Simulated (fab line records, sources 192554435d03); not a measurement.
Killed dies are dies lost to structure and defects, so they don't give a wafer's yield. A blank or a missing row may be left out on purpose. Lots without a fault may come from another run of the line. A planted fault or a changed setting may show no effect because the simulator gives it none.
fab line records | flow n5_finfet
record lots=6 wafers=18 last_day=18
route steps=1938 shown GATE_CUT@488 BEOL_M4@1111
lots that met no fault: from a run of the same line without faults
start_h: hours from the record's first day to the start of the lot's first wafer shown | wait_h: hours since the lot's step before | " the same as in the row above | L1.1+2: a row that stands for several wafers | - no value, or no start given | * or withheld: withheld | < > ~ a bound
route shown NAME@n: a module of which the file shows steps, and the number in the route of the first | usual: mean/standard deviation of fault-free wafers | same: alike in all rows | chamber/n: place in a boat | sites: the reading at each site | _std_site: their standard deviation | _edge_site: outer sites' mean less inner sites' | radius_mm: how far each site lies from the wafer's centre | mask NAME#n: copy n | behind: the tool/chamber that last shaped the wafer | hold: why the lot was held/for how many hours/how that ended | device: the transistor (n, p or np) that didn't switch | end of line: the same wafers' tests at the end of the route | a step without rows: its recipe alone | killed: dies lost to structure and defects at the first sort, not the wafer's yield | map: a wafer's dies, x killed, . not, _ none there
set.NAME: the setting as run; set.NAME@STEP: as run at that earlier step | model.NAME: the simulator's own value behind a step, which no gauge read
lots at some steps of the route; a table a step, a row a wafer
services: from which hour (start_h, from the record's first day; less than 0 if before it) a tool's chamber was out of use, for how many hours, and why
## steps
# step N5_GATE_CUT_OVL_MEAS_14
# recipe points_per_wafer=522
# usual GATE_CUT_OVL=-0.7/0.67
# columns lot.wafer tool chamber start_h wait_h GATE_CUT_OVL[nm]
L955.2 overlay-02 0 97.11 0.0 0.1
L955.5 " 0 " " -0.8
L955.6 " 0 " " 0.0
L963.1 overlay-02 0 148.93 0.0 -0.9
L963.3 " 0 " " -0.6
L963.4 " 0 " " -0.8
L969.1 overlay-02 0 178.57 0.0 -0.2
L969.2 " 0 " " -0.2
L969.4 " 0 " " -0.6
L971.1 overlay-02 0 195.91 0.0 -0.9
L971.2 " 0 " " -1.3
L971.3 " 0 " " -1.2
L975.2 overlay-01 0 216.89 0.0 -1.7
L975.3 " 0 " " -0.4
L975.4 " 0 " " -1.1
L976.2 overlay-02 0 218.95 0.0 -0.9
L976.4 " 0 " " -0.3
L976.6 " 0 " " -0.5
# step N5_GATE_CUT_INSPECT_15
# recipe mode=adi inspect_instrument=brightfield
# usual raw_defect_count=133/36
# columns lot.wafer tool chamber start_h wait_h raw_defect_count
L955.2 defect_inspect-02 - 97.16 0.0 128
L955.5 " - " " 177
L955.6 " - " " 152
L963.1 defect_inspect-02 - 148.99 0.1 139
L963.3 " - " " 125
L963.4 " - " " 120
L969.1 defect_inspect-02 - 178.63 0.1 130
L969.2 " - " " 122
L969.4 " - " " 106
L971.1 defect_inspect-02 - 195.97 0.1 159
L971.2 " - " " 134
L971.3 " - " " 108
L975.2 defect_inspect-02 - 216.94 0.0 166
L975.3 " - " " 166
L975.4 " - " " 200
L976.2 defect_inspect-01 - 219.01 0.0 128
L976.4 " - " " 133
L976.6 " - " " 104
# step N5_GATE_CUT_DESCUM_18
# recipe chemistry=O2 time_s=7 source_power_w=50 bias_power_w=20 pressure_mtorr=20 rf_frequency_hz=2.712e+07 temp_c=40 resist=CAR-EUV o2_flow_sccm=225
# step N5_GATE_CUT_ETCH_28
# recipe chemistry=N2/H2 target=underlayer target_depth_a=130 mask_material=CAR-EUV time_s=10.4 ion_energy_ev=200 pressure_mtorr=30 source_w=840 bias_w=150 n2_flow_sccm=200 h2_flow_sccm=200 ends=cleared
# step N5_GATE_CUT_ETCH_36
# recipe chemistry=CF4 target=SiARC target_depth_a=130 mask_material=CAR-EUV time_s=21.7 ion_energy_ev=80 pressure_mtorr=40 source_w=545 bias_w=36 Ar_flow_sccm=100 cf4_flow_sccm=100 ends=cleared
# usual bias_w=36.01/0.12 drypump_motor_current_A=5.7/0.4 etch_rf_on_time_s=21.7/0.32 oes_product_au=0.65/0.07 rf_vpp_V=184.0/0.98 showerhead_plenum_p_Torr=2.14/0.064 throttle_valve_pct=15.71/0.24
# columns lot.wafer tool chamber start_h wait_h bias_w drypump_motor_current_A etch_rf_on_time_s oes_product_au rf_hours_counter_h rf_vpp_V showerhead_plenum_p_Torr throttle_valve_pct
L955.2 rie_diel-04 2 97.25 0.0 36.09 6.6 21.9 0.57 275 184.7 2.10 16.15
L955.5 " 1 " " 36.13 5.9 21.8 0.60 - 183.3 2.22 15.76
L955.6 " 0 " " 36.01 5.6 21.1 0.76 - 182.7 2.10 15.56
L963.1 rie_diel-04 0 149.27 0.0 35.93 5.6 20.8 0.73 52 183.7 2.09 15.58
L963.3 " 1 " " 36.11 5.9 21.4 0.59 224 185.0 2.21 15.81
L963.4 " 0 " " 35.85 5.6 20.9 0.73 - 184.1 2.09 15.59
L969.1 rie_diel-05 2 178.72 0.0 36.24 5.1 21.7 0.74 50 184.5 2.17 15.49
L969.2 " 0 " " 36.01 6.0 22.5 0.60 193 184.2 2.21 16.05
L969.4 " 3 " " 36.14 5.7 21.7 0.71 85 183.7 2.08 15.36
L971.1 rie_diel-05 3 196.05 0.0 36.10 5.7 21.9 0.70 91 184.9 2.08 15.37
L971.2 " 0 " " 36.00 6.0 22.1 0.61 198 186.0 2.21 16.06
L971.3 " 2 " " 35.87 5.1 21.8 0.74 55 183.5 2.17 15.52
L975.2 rie_diel-05 1 217.03 0.0 35.85 5.5 21.5 0.61 196 182.7 2.04 15.76
L975.3 " 0 " " 36.18 6.0 22.2 0.60 204 184.3 2.21 16.05
L975.4 " 2 " " 35.99 5.1 21.8 0.73 61 185.0 2.17 15.52
L976.2 rie_diel-05 1 219.73 0.0 36.04 5.5 21.6 0.60 197 184.9 2.04 15.78
L976.4 " 3 " " 36.01 5.7 21.5 0.71 98 184.3 2.08 15.38
L976.6 " 0 " " 35.84 6.0 22.3 0.60 - 184.6 2.21 16.07
# step N5_GATE_CUT_ETCH_37
# recipe chemistry=N2/H2 target=SOC target_depth_a=600 overetch_a=120 mask_material=SiARC temp_c=40 time_s=90 ion_energy_ev=200 pressure_mtorr=30 source_w=840 bias_w=150 n2_flow_sccm=200 h2_flow_sccm=200
# step N5_GATE_CUT_STRIP_38
# recipe chemistry=N2/H2 temp_c=40 n2_flow_sccm=200 h2_flow_sccm=200 rf_frequency_hz=6e+07
# step N5_GATE_CUT_STRIP_39
# recipe chemistry=N2/H2 temp_c=40 n2_flow_sccm=200 h2_flow_sccm=200 rf_frequency_hz=6e+07
# step N5_GATE_CUT_HM_OPEN_40
# recipe chemistry=C4F6/O2 target=SiO2 mask_material=SiARC target_depth_a=1390 time_s=85.1 ion_energy_ev=250 pressure_mtorr=30 source_w=345 bias_w=185 Ar_flow_sccm=300 C4F6_flow_sccm=10 O2_flow_sccm=10 ends=cleared
# usual bias_w=185.0/0.5 drypump_motor_current_A=5.7/0.4 etch_rf_on_time_s=93.6/1.7 oes_product_au=0.69/0.073 rf_vpp_V=668/7.2 showerhead_plenum_p_Torr=2.84/0.088 throttle_valve_pct=21.01/0.24
# columns lot.wafer tool chamber start_h wait_h bias_w drypump_motor_current_A etch_rf_on_time_s oes_product_au rf_hours_counter_h rf_vpp_V showerhead_plenum_p_Torr throttle_valve_pct
L955.2 rie_diel-04 2 97.36 0.0 184.6 6.5 93.4 0.59 275 662 2.79 21.40
L955.5 " 1 " " 184.9 5.9 93.1 0.63 - 678 2.95 21.08
L955.6 " 0 " " 184.2 5.6 92.8 0.79 - 669 2.79 20.94
L963.1 rie_diel-04 0 149.38 0.0 184.8 5.6 90.6 0.76 52 669 2.78 20.96
L963.3 " 1 " " 184.0 5.9 93.4 0.62 224 679 2.94 21.10
L963.4 " 0 " " 184.6 5.6 93.4 0.76 - 670 2.78 20.98
L969.1 rie_diel-05 2 178.83 0.0 185.5 5.1 93.7 0.78 50 661 2.89 20.85
L969.2 " 0 " " 184.8 6.0 96.6 0.64 193 669 2.94 21.36
L969.4 " 3 " " 185.5 5.7 93.2 0.75 85 660 2.75 20.60
L971.1 rie_diel-05 3 196.16 0.0 185.2 5.7 94.5 0.74 91 660 2.75 20.61
L971.2 " 0 " " 185.0 6.0 95.7 0.64 199 668 2.93 21.36
L971.3 " 2 " " 185.1 5.1 93.5 0.78 55 661 2.89 20.85
L975.2 rie_diel-05 1 217.14 0.0 185.1 5.5 91.5 0.64 196 670 2.71 21.06
L975.3 " 0 " " 184.9 6.0 94.1 0.64 204 668 2.93 21.37
L975.4 " 2 " " 184.4 5.1 93.6 0.77 62 661 2.88 20.87
L976.2 rie_diel-05 1 219.84 0.0 184.5 5.5 92.5 0.65 197 671 2.71 21.05
L976.4 " 3 " " 185.5 5.6 95.8 0.74 98 660 2.75 20.62
L976.6 " 0 " " 185.3 6.0 95.5 0.63 - 669 2.93 21.39
# step N5_GATE_CUT_STRIP_41
# recipe chemistry=CF4 resist=SiARC power_w=300 bias_power_w=75 pressure_mtorr=50 cf4_flow_sccm=150 rf_frequency_hz=6e+07
# step N5_GATE_CUT_STRIP_42
# recipe chemistry=O2 power_w=400 temp_c=40 pressure_mtorr=30 rf_frequency_hz=6e+07 bias_power_w=0 overash_fraction=0.3 o2_flow_sccm=225
# usual drypump_motor_current_A=5.7/0.4 oes_product_au=0.77/0.08 rf_vpp_V=3.6/0.49 showerhead_plenum_p_Torr=2.10/0.061 throttle_valve_pct=16.76/0.24
# columns lot.wafer tool chamber start_h wait_h drypump_motor_current_A oes_product_au rf_hours_counter_h rf_vpp_V showerhead_plenum_p_Torr throttle_valve_pct
L955.2 rie_diel-04 2 97.44 0.0 6.5 0.66 276 4.0 2.06 17.23
L955.5 " 1 " " 5.9 0.70 - 3.5 2.16 16.75
L955.6 " 0 " " 5.6 0.87 - 3.0 2.06 16.66
L963.1 rie_diel-04 0 149.46 0.0 5.6 0.85 52 3.9 2.05 16.69
L963.3 " 1 " " 5.9 0.69 224 4.8 2.15 16.79
L963.4 " 0 " " 5.6 0.84 - 3.5 2.05 16.70
L969.1 rie_diel-05 2 178.91 0.0 5.1 0.86 50 3.9 2.12 16.51
L969.2 " 0 " " 5.9 0.72 193 2.9 2.17 17.09
L969.4 " 3 " " 5.6 0.83 85 3.2 2.04 16.42
L971.1 rie_diel-05 3 196.25 0.0 5.7 0.83 91 4.4 2.03 16.43
L971.2 " 0 " " 6.0 0.71 199 3.5 2.16 17.10
L971.3 " 2 " " 5.1 0.86 55 3.8 2.12 16.50
L975.2 rie_diel-05 1 217.22 0.0 5.5 0.71 196 3.8 2.00 16.84
L975.3 " 0 " " 6.0 0.70 204 3.4 2.16 17.10
L975.4 " 2 " " 5.1 0.85 62 3.9 2.12 16.53
L976.2 rie_diel-05 1 219.92 0.0 5.5 0.71 197 3.7 2.00 16.85
L976.4 " 3 " " 5.7 0.82 98 3.7 2.03 16.45
L976.6 " 0 " " 6.0 0.71 - 3.8 2.16 17.09
# step N5_GATE_CUT_ETCH_19
# recipe chemistry=CH3F/O2 target=SiNx mask_material=SiO2 target_depth_a=537 time_s=76.7 pressure_mtorr=30 source_w=395 bias_w=73 Ar_flow_sccm=150 CH3F_flow_sccm=30 O2_flow_sccm=20 ion_energy_ev=120 ends=cleared
# usual bias_w=72.97/0.21 drypump_motor_current_A=5.7/0.4 etch_rf_on_time_s=77.0/1 oes_product_au=0.65/0.068 rf_vpp_V=298/3.2 showerhead_plenum_p_Torr=2.00/0.064 throttle_valve_pct=16.44/0.24
# columns lot.wafer tool chamber start_h wait_h bias_w drypump_motor_current_A etch_rf_on_time_s oes_product_au rf_hours_counter_h rf_vpp_V showerhead_plenum_p_Torr throttle_valve_pct
L955.2 rie_diel-04 2 97.48 0.0 72.55 6.6 77.8 0.56 276 295 1.96 16.86
L955.5 " 1 " " 72.94 5.9 76.4 0.60 - 302 2.07 16.50
L955.6 " 0 " " 73.29 5.6 74.5 0.76 - 299 1.96 16.29
L963.1 rie_diel-04 0 149.50 0.0 72.77 5.6 75.3 0.72 52 298 1.95 16.33
L963.3 " 1 " " 73.44 5.9 77.0 0.59 224 303 2.07 16.54
L963.4 " 0 " " 72.75 5.6 75.6 0.72 - 300 1.95 16.34
L969.1 rie_diel-05 2 178.95 0.0 72.77 5.1 76.7 0.75 50 296 2.03 16.22
L969.2 " 0 " " 72.96 6.0 78.1 0.61 193 298 2.07 16.79
L969.4 " 3 " " 73.10 5.6 76.8 0.71 85 296 1.93 16.05
L971.1 rie_diel-05 3 196.29 0.0 73.03 5.7 76.5 0.71 91 296 1.93 16.07
L971.2 " 0 " " 73.20 6.0 78.4 0.62 199 298 2.07 16.78
L971.3 " 2 " " 72.73 5.1 76.5 0.73 55 296 2.03 16.24
L975.2 rie_diel-05 1 217.26 0.0 72.83 5.5 76.4 0.60 196 300 1.90 16.50
L975.3 " 0 " " 73.12 6.0 78.8 0.61 204 299 2.06 16.79
L975.4 " 2 " " 73.15 5.1 77.7 0.73 62 296 2.03 16.27
L976.2 rie_diel-05 1 219.96 0.0 73.14 5.5 75.5 0.60 197 300 1.90 16.50
L976.4 " 3 " " 72.76 5.6 76.7 0.70 98 295 1.93 16.08
L976.6 " 0 " " 73.06 6.0 78.6 0.61 - 299 2.06 16.78
# step N5_GATE_CUT_CUT_ETCH_53
# recipe chemistry=SF6/Cl2 target=W mask_material=SiO2 target_depth_a=792 pressure_mtorr=8 icp_w=900 bias_w=80 SF6_flow_sccm=40 Cl2_flow_sccm=60 ends=cleared
# usual bias_w=79.96/0.25 drypump_motor_current_A=5.6/0.51 etch_rf_on_time_s=26.1/0.31 oes_product_au=0.67/0.1 throttle_valve_pct=28.98/0.22
# columns lot.wafer tool chamber start_h wait_h bias_w drypump_motor_current_A etch_rf_on_time_s oes_product_au rf_hours_counter_h throttle_valve_pct
L955.2 rie_metal-01 0 97.59 0.1 80.28 5.5 26.7 0.53 138 29.30
L955.5 " 0 " " 79.96 5.5 26.4 0.53 - 29.29
L955.6 " 1 " " 79.80 6.2 26.0 0.77 - 29.14
L963.1 rie_metal-02 0 149.61 0.1 79.88 4.8 25.8 0.58 102 28.71
L963.3 " 0 " " 79.88 4.8 26.1 0.59 - 28.69
L963.4 " 1 " " 79.94 6.2 26.4 0.58 - 29.14
L969.1 rie_metal-02 1 179.06 0.1 80.09 6.2 26.6 0.58 96 29.12
L969.2 " 0 " " 79.70 4.8 31.7 0.52 105 28.70
L969.4 " 0 " " 79.93 4.8 26.3 0.58 - 28.72
L971.1 rie_metal-02 1 196.39 0.1 80.03 6.2 26.7 0.58 97 29.15
L971.2 " 0 " " 79.75 4.8 31.6 0.52 106 28.70
L971.3 " 1 " " 80.26 6.1 32.1 0.53 - 29.14
L975.2 rie_metal-01 0 217.37 0.1 80.04 5.5 26.1 0.84 4 29.02
L975.3 " 1 " " 80.18 6.2 25.8 0.75 - 29.16
L975.4 " 0 " " 79.73 5.5 26.2 0.84 - 29.04
L976.2 rie_metal-01 0 220.07 0.1 80.04 5.5 26.3 0.83 4 29.00
L976.4 " 0 " " 80.11 5.5 25.9 0.85 - 29.03
L976.6 " 1 " " 79.66 6.2 25.6 0.76 - 29.16
# step N5_GATE_CUT_CUT_ETCH_54
# recipe chemistry=Cl2/BCl3 target=TiN mask_material=SiO2 target_depth_a=967 pressure_mtorr=10 icp_w=1000 bias_w=126 Cl2_flow_sccm=53.25 bcl3_flow_sccm=21.75 Ar_flow_sccm=25 ends=cleared
# usual bias_w=126.0/0.42 drypump_motor_current_A=5.6/0.51 etch_rf_on_time_s=36.4/0.44 oes_product_au=0.67/0.1 throttle_valve_pct=22.36/0.21
# columns lot.wafer tool chamber start_h wait_h bias_w drypump_motor_current_A etch_rf_on_time_s oes_product_au rf_hours_counter_h throttle_valve_pct
L955.2 rie_metal-01 0 97.65 0.0 127.0 5.5 36.8 0.54 138 22.73
L955.5 " 0 " " 126.7 5.5 37.2 0.53 - 22.73
L955.6 " 1 " " 126.0 6.2 36.0 0.77 - 22.47
L963.1 rie_metal-02 0 149.67 0.0 126.4 4.8 36.2 0.59 102 22.09
L963.3 " 0 " " 125.9 4.8 36.0 0.59 - 22.10
L963.4 " 1 " " 125.9 6.2 36.9 0.59 - 22.51
L969.1 rie_metal-02 1 179.12 0.0 126.5 6.2 36.7 0.58 96 22.51
L969.2 " 0 " " 125.6 4.8 36.1 0.58 105 22.07
L969.4 " 0 " " 125.8 4.8 36.0 0.58 - 22.10
L971.1 rie_metal-02 1 196.45 0.0 125.5 6.2 37.0 0.59 97 22.52
L971.2 " 0 " " 125.7 4.8 35.8 0.58 106 22.10
L971.3 " 1 " " 125.4 6.2 36.4 0.59 - 22.50
L975.2 rie_metal-01 0 217.43 0.0 126.4 5.5 36.8 0.84 4 22.40
L975.3 " 1 " " 125.9 6.2 35.9 0.74 - 22.51
L975.4 " 0 " " 126.5 5.5 36.5 0.84 - 22.39
L976.2 rie_metal-01 0 220.13 0.0 126.5 5.5 37.1 0.84 4 22.41
L976.4 " 0 " " 125.5 5.5 37.1 0.84 - 22.40
L976.6 " 1 " " 125.9 6.2 36.6 0.74 - 22.52
# step N5_BEOL_M4_RC_MEAS_101
# usual DIBL_N=36.4/1.2 DIBL_P=36.1/1.6 IOFF_N=0.156/0.024 IOFF_P=0.21/0.031 ION_N=674/11 ION_P=463/6.9 SS_N=71.5/0.5 SS_P=73.2/0.55 VT_N=250.0/2.9 VT_P=-250/3.6
# columns lot.wafer tool chamber start_h wait_h DIBL_N[mV/V] DIBL_P[mV/V] IOFF_N[nA/um] IOFF_P[nA/um] ION_N[uA/um] ION_P[uA/um] SS_N[mV/dec] SS_P[mV/dec] VT_N[mV] VT_P[mV]
L955.2 prober-01 0 173.90 0.2 36.9 37.7 0.164 0.22 677 462 71.9 72.7 248.6 -248
L955.5 " 0 " " 36.2 36.7 0.150 0.20 664 453 71.6 72.9 249.3 -250
L955.6 " 0 " " 37.2 37.8 0.178 0.22 683 463 72.2 73.2 247.8 -248
L963.1 prober-02 0 225.98 0.1 35.2 35.4 0.147 0.20 665 464 71.7 72.7 250.9 -251
L963.3 " 0 " " 33.9 33.3 0.121 0.17 663 458 71.1 72.6 254.2 -253
L963.4 " 0 " " 35.5 35.5 0.149 0.20 664 464 71.2 73.1 251.3 -248
L969.1 prober-01 0 255.56 0.0 37.4 36.3 0.155 0.20 677 465 71.1 73.5 248.3 -249
L969.2 " 0 " " 38.5 37.1 0.172 0.22 673 461 72.1 73.4 249.0 -252
L969.4 " 0 " " 36.7 34.3 0.137 0.18 659 454 71.8 72.5 252.5 -251
L971.1 prober-01 0 282.70 0.0 36.6 38.1 0.148 0.19 665 455 71.4 72.9 254.3 -253
L971.2 " 0 " " 35.0 36.0 0.119 0.17 666 458 71.1 72.8 255.6 -253
L971.3 " 0 " " 35.0 36.6 0.127 0.18 663 458 71.2 73.0 254.6 -254
L975.2 prober-02 0 314.79 0.2 36.5 37.3 0.168 0.22 673 464 71.8 73.5 247.5 -250
L975.3 " 0 " " 38.1 38.8 0.196 0.24 689 466 71.8 74.1 246.7 -246
L975.4 " 0 " " 35.9 35.8 0.140 0.19 659 459 71.7 73.5 252.1 -250
L976.2 prober-01 0 314.90 0.2 37.0 36.9 0.183 0.20 695 463 72.7 73.8 246.0 -251
L976.4 " 0 " " 36.7 36.2 0.167 0.18 680 458 71.1 73.9 249.4 -254
L976.6 " 0 " " 35.6 35.2 0.154 0.17 679 457 72.1 73.0 247.6 -254
## services
# columns tool chamber start_h hours kind
rie_diel-04 0 85.45 2.4 repair
rie_diel-05 0 105.22 2.4 repair
rie_metal-01 0 148.50 - clean
rie_metal-01 0 148.50 19.5 scheduled_down
rie_metal-01 0 148.50 19.5 vent_cycle
rie_diel-05 0 149.24 2.4 repair
rie_diel-04 0 150.26 5.2 repair
rie_diel-04 2 155.76 - clean
rie_diel-04 2 155.76 - consumable_replace:esc
rie_diel-04 2 155.76 - consumable_replace:focus_ring
rie_diel-04 2 155.76 18.5 scheduled_down
rie_diel-04 2 155.76 18.5 vent_cycle
## key
first_sign step=N5_GATE_CUT_CUT_ETCH_53 reading=etch_rf_on_time_s direction=up sigmas=18 usual=* struck=*
effect none on later readings
met_at N5_GATE_CUT_CUT_ETCH_53
struck_wafers L969.2,L971.2,L971.3
onset_between 149.61 179.06
fault kind=process_parameter_drift tool=rie_metal-02 chamber=- onset_h=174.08 steps=N5_GATE_CUT_CUT_ETCH_53 channel=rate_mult offset=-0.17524 shape=step end_h=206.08 scope=struck_wafers_only
